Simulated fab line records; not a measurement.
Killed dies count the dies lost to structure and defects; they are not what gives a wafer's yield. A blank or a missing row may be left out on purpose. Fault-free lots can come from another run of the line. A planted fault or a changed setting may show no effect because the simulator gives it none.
Matching of chambers    flow n5 finfet    4 sister chambers for N5_BEOL_M4_CMP_52 on cmp-04
The step polishes, stops on SiOC, t overpolish 6.8 s, target thk 40 nm. 8 wafers are shown with their chamber, then 6 later ones without.

## WAFERS PAIRED WITH THEIR CHAMBERS
wafer   chamber  motor current A (A)  time to endpoint s (s)
L079.3  1        7.0                  65
L080.1  2        5.6                  58
L080.2  0        6.0                  62
L080.4  3        5.5                  58
L082.1  2        5.8                  54
L082.2  0        5.6                  56
L083.1  3        5.7                  57
L083.2  1        6.8                  65

## WAFERS WHOSE CHAMBER IS MISSING
wafer   motor current A (A)  time to endpoint s (s)
L083.4  5.6                  54
L086.2  5.6                  61
L086.3  5.9                  63
L086.4  6.8                  63
L092.1  7.0                  65
L092.2  5.8                  61

## THE CHAMBER EACH PASSED THROUGH
wafer   from the rows above           in truth
L083.4  can't be placed: 2 or 3 or 0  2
L086.2  can't be placed: 0 or 3 or 2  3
L086.3  can't be placed: 0 or 3 or 2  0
L086.4  1                             1
L092.1  1                             1
L092.2  can't be placed: 0 or 3 or 2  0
Placed correctly: 2 of 6. Not placeable from these rows: 4 (in 4, the candidates include the true chamber). 0 placed wrongly.
How it was worked out, from the rows above alone: a wafer's distance from a chamber is the root of the sum, over the readings, of the square of ((its reading less the chamber's mean) divided by the reading's scatter). The wafer belongs to the nearest chamber; if the next one is less than 2 further off, it can't be placed. The mean given for a chamber averages the wafers shown for that chamber. How the scatter is found: for the shown wafers, subtract from each reading the mean of its chamber, square and add these, divide the total by (wafers less chambers), then take the root.
